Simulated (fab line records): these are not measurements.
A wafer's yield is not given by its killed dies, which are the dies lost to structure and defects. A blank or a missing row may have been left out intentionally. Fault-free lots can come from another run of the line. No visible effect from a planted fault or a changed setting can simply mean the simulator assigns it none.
Matching of chambers / flow n5_finfet / N5_BEOL_M3_ETCH_64 on rie_diel-01: 4 sister chambers
The step etches SOC in N2/H2, target depth 75 nm, overetch 15 nm, time 112.5 s. 22 wafers are shown with their chamber, then 11 later ones without.

== WAFERS WITH THEIR CHAMBER ==
wafer=L075.2; chamber=0; showerhead_plenum_p_Torr (Torr)=2.54; drypump_motor_current_A (A)=5.8; rf_vpp_V (V)=524.8
wafer=L075.3; chamber=2; showerhead_plenum_p_Torr (Torr)=2.65; drypump_motor_current_A (A)=5.5; rf_vpp_V (V)=526.7
wafer=L075.5; chamber=0; showerhead_plenum_p_Torr (Torr)=2.54; drypump_motor_current_A (A)=5.8; rf_vpp_V (V)=522.4
wafer=L074.2; chamber=3; showerhead_plenum_p_Torr (Torr)=2.43; drypump_motor_current_A (A)=6.4; rf_vpp_V (V)=520.3
wafer=L074.3; chamber=2; showerhead_plenum_p_Torr (Torr)=2.65; drypump_motor_current_A (A)=5.5; rf_vpp_V (V)=526.9
wafer=L074.6; chamber=1; showerhead_plenum_p_Torr (Torr)=2.54; drypump_motor_current_A (A)=6.1; rf_vpp_V (V)=523.4
wafer=L080.1; chamber=3; showerhead_plenum_p_Torr (Torr)=2.43; drypump_motor_current_A (A)=6.5; rf_vpp_V (V)=521.2
wafer=L080.2; chamber=0; showerhead_plenum_p_Torr (Torr)=2.54; drypump_motor_current_A (A)=5.7; rf_vpp_V (V)=524.2
wafer=L080.3; chamber=1; showerhead_plenum_p_Torr (Torr)=2.53; drypump_motor_current_A (A)=6.0; rf_vpp_V (V)=523.9
wafer=L080.4; chamber=2; showerhead_plenum_p_Torr (Torr)=2.65; drypump_motor_current_A (A)=5.5; rf_vpp_V (V)=526.5
wafer=L080.5; chamber=3; showerhead_plenum_p_Torr (Torr)=2.43; drypump_motor_current_A (A)=6.5; rf_vpp_V (V)=521.1
wafer=L080.6; chamber=2; showerhead_plenum_p_Torr (Torr)=2.65; drypump_motor_current_A (A)=5.5; rf_vpp_V (V)=527.8
wafer=L086.1; chamber=3; showerhead_plenum_p_Torr (Torr)=2.43; drypump_motor_current_A (A)=6.4; rf_vpp_V (V)=521.3
wafer=L086.2; chamber=0; showerhead_plenum_p_Torr (Torr)=2.54; drypump_motor_current_A (A)=5.8; rf_vpp_V (V)=523.4
wafer=L086.3; chamber=1; showerhead_plenum_p_Torr (Torr)=2.53; drypump_motor_current_A (A)=6.1; rf_vpp_V (V)=523.8
wafer=L086.4; chamber=2; showerhead_plenum_p_Torr (Torr)=2.64; drypump_motor_current_A (A)=5.5; rf_vpp_V (V)=526.9
wafer=L086.5; chamber=1; showerhead_plenum_p_Torr (Torr)=2.53; drypump_motor_current_A (A)=6.1; rf_vpp_V (V)=524.1
wafer=L086.6; chamber=0; showerhead_plenum_p_Torr (Torr)=2.54; drypump_motor_current_A (A)=5.8; rf_vpp_V (V)=522.7
wafer=L088.2; chamber=1; showerhead_plenum_p_Torr (Torr)=2.53; drypump_motor_current_A (A)=6.1; rf_vpp_V (V)=523.9
wafer=L088.5; chamber=3; showerhead_plenum_p_Torr (Torr)=2.43; drypump_motor_current_A (A)=6.5; rf_vpp_V (V)=519.5
wafer=L088.6; chamber=0; showerhead_plenum_p_Torr (Torr)=2.53; drypump_motor_current_A (A)=5.7; rf_vpp_V (V)=523.9
wafer=L087.1; chamber=3; showerhead_plenum_p_Torr (Torr)=2.43; drypump_motor_current_A (A)=6.5; rf_vpp_V (V)=520.9

SIGNATURES (averages over the wafers above)
reading=showerhead_plenum_p_Torr; chamber 0=2.5383; chamber 1=2.5320; chamber 2=2.6480; chamber 3=2.4300; scatter within a chamber=0.00368
reading=drypump_motor_current_A; chamber 0=5.767; chamber 1=6.080; chamber 2=5.500; chamber 3=6.467; scatter within a chamber=0.0439
reading=rf_vpp_V; chamber 0=523.567; chamber 1=523.820; chamber 2=526.960; chamber 3=520.717; scatter within a chamber=0.66
Rule: distance of a wafer from a chamber = root of the sum over the readings of ((wafer's reading minus chamber's mean) / reading's scatter) squared. The wafer belongs to the nearest chamber; if the next one is less than 2 further off, it can't be placed. The scatter: take each reading less its chamber's mean, square it, sum over the shown wafers, divide by the number of wafers less the number of chambers, and take the root.

== WAFERS WHOSE CHAMBER IS MISSING ==
wafer=L087.2; showerhead_plenum_p_Torr (Torr)=2.64; drypump_motor_current_A (A)=5.5; rf_vpp_V (V)=526.0
wafer=L087.6; showerhead_plenum_p_Torr (Torr)=2.64; drypump_motor_current_A (A)=5.5; rf_vpp_V (V)=526.7
wafer=L089.2; showerhead_plenum_p_Torr (Torr)=2.42; drypump_motor_current_A (A)=6.5; rf_vpp_V (V)=520.2
wafer=L089.4; showerhead_plenum_p_Torr (Torr)=2.53; drypump_motor_current_A (A)=5.7; rf_vpp_V (V)=522.4
wafer=L089.5; showerhead_plenum_p_Torr (Torr)=2.64; drypump_motor_current_A (A)=5.5; rf_vpp_V (V)=524.7
wafer=L093.1; showerhead_plenum_p_Torr (Torr)=2.52; drypump_motor_current_A (A)=6.1; rf_vpp_V (V)=523.9
wafer=L093.2; showerhead_plenum_p_Torr (Torr)=2.42; drypump_motor_current_A (A)=6.5; rf_vpp_V (V)=518.5
wafer=L093.4; showerhead_plenum_p_Torr (Torr)=2.53; drypump_motor_current_A (A)=5.8; rf_vpp_V (V)=522.3
wafer=L096.3; showerhead_plenum_p_Torr (Torr)=2.52; drypump_motor_current_A (A)=6.1; rf_vpp_V (V)=522.2
wafer=L096.5; showerhead_plenum_p_Torr (Torr)=2.52; drypump_motor_current_A (A)=6.1; rf_vpp_V (V)=524.1
wafer=L096.6; showerhead_plenum_p_Torr (Torr)=2.52; drypump_motor_current_A (A)=5.7; rf_vpp_V (V)=523.3

== CHAMBER TAKEN BY EACH ==
wafer=L087.2; from the rows above=2; in truth=2
wafer=L087.6; from the rows above=2; in truth=2
wafer=L089.2; from the rows above=3; in truth=3
wafer=L089.4; from the rows above=0; in truth=0
wafer=L089.5; from the rows above=2; in truth=2
wafer=L093.1; from the rows above=1; in truth=1
wafer=L093.2; from the rows above=3; in truth=3
wafer=L093.4; from the rows above=0; in truth=0
wafer=L096.3; from the rows above=1; in truth=1
wafer=L096.5; from the rows above=1; in truth=1
wafer=L096.6; from the rows above=0; in truth=0
11 of 11 placed correctly. Can't be placed from these rows: 0. 0 placed wrongly.
